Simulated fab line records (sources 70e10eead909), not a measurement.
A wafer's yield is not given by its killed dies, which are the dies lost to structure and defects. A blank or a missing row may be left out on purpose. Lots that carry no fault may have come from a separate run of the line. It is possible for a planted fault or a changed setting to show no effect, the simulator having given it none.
What tool caused it? || flow nand-harc || 18 wafers from 6 lots sampled at 4 of the route's 1302 steps

== WHAT THE GAUGES SHOWED, per wafer ==
NHARC_END_SORT_01.
{"lot": "L702", "measured": "day 26 03:25", "on": "prober-01", "sort_bin_4_pct (%)": 4.6}
{"lot": "L703", "measured": "day 26 12:02", "on": "prober-01", "sort_bin_4_pct (%)": "1.6 2.7 2.1"}
{"lot": "L712", "measured": "day 30 12:15", "on": "prober-02", "sort_bin_4_pct (%)": "5.8 4.6 5.9"}

== EACH LOT AND THE TOOL THAT RAN IT (in order: tool; ch and the chambers of the sampled wafers; start) ==
{"lot": "L698", "NHARC_A_M1_PRE_CLEAN_30": "pvd-sputter-01, day 23 15:11", "NHARC_THIN_TSV_CMP_01": "cmp-04 ch 0,1,2, day 25 02:22", "NHARC_THIN_TSV_STRIP_62": "plasma-asher-02 ch 0,1, day 25 06:16"}
{"lot": "L702", "NHARC_A_M1_PRE_CLEAN_30": "pvd-sputter-02, day 24 12:23", "NHARC_THIN_TSV_CMP_01": "cmp-04 ch 0,2, day 25 05:58", "NHARC_THIN_TSV_STRIP_62": "plasma-asher-02 ch 0,1, day 25 09:53"}
{"lot": "L703", "NHARC_A_M1_PRE_CLEAN_30": "pvd-sputter-03, day 25 01:47", "NHARC_THIN_TSV_CMP_01": "cmp-02 ch 0,1,2, day 25 18:57", "NHARC_THIN_TSV_STRIP_62": "plasma-asher-02 ch 0,1, day 25 22:56"}
{"lot": "L712", "NHARC_A_M1_PRE_CLEAN_30": "pvd-sputter-01, day 29 02:00", "NHARC_THIN_TSV_CMP_01": "cmp-04 ch 0,1,3, day 29 20:07", "NHARC_THIN_TSV_STRIP_62": "plasma-asher-01 ch 0,1, day 30 00:01"}
{"lot": "L713", "NHARC_A_M1_PRE_CLEAN_30": "pvd-sputter-02, day 30 13:37", "NHARC_THIN_TSV_CMP_01": "cmp-01 ch 0,3, day 31 07:53", "NHARC_THIN_TSV_STRIP_62": "plasma-asher-01 ch 0,1, day 31 11:52"}
{"lot": "L716", "NHARC_A_M1_PRE_CLEAN_30": "pvd-sputter-02, day 31 20:38", "NHARC_THIN_TSV_CMP_01": "cmp-01 ch 1,2,3, day 32 13:37", "NHARC_THIN_TSV_STRIP_62": "plasma-asher-02 ch 0,1, day 32 17:29"}
- NHARC_A_M1_PRE_CLEAN_30: time 30 s.
- NHARC_THIN_TSV_CMP_01: polishes.
- NHARC_THIN_TSV_STRIP_62: strips in N2/H2, time 20 s.

== THE ANSWER, worked out from the rows above alone ==
Rule: what is usual is taken from the lots themselves. The widest of any qualifying gaps counts: lots, ordered by their means at a reading, are off when they make up no more than a third of the lots, leave a main group of 4 or more, and stand apart from it by 3 or more times the standard deviation of that group's means. Not used: any main group whose means are identical at the precision the tables above print for the reading. A lot without any number at a reading at which 4 lots or more have one is off too. The other lots that the step has rows for count as sound.
Nothing can be told from this: no lot is off at any reading shown.

== WHAT THE SIMULATOR HAD INSERTED ==
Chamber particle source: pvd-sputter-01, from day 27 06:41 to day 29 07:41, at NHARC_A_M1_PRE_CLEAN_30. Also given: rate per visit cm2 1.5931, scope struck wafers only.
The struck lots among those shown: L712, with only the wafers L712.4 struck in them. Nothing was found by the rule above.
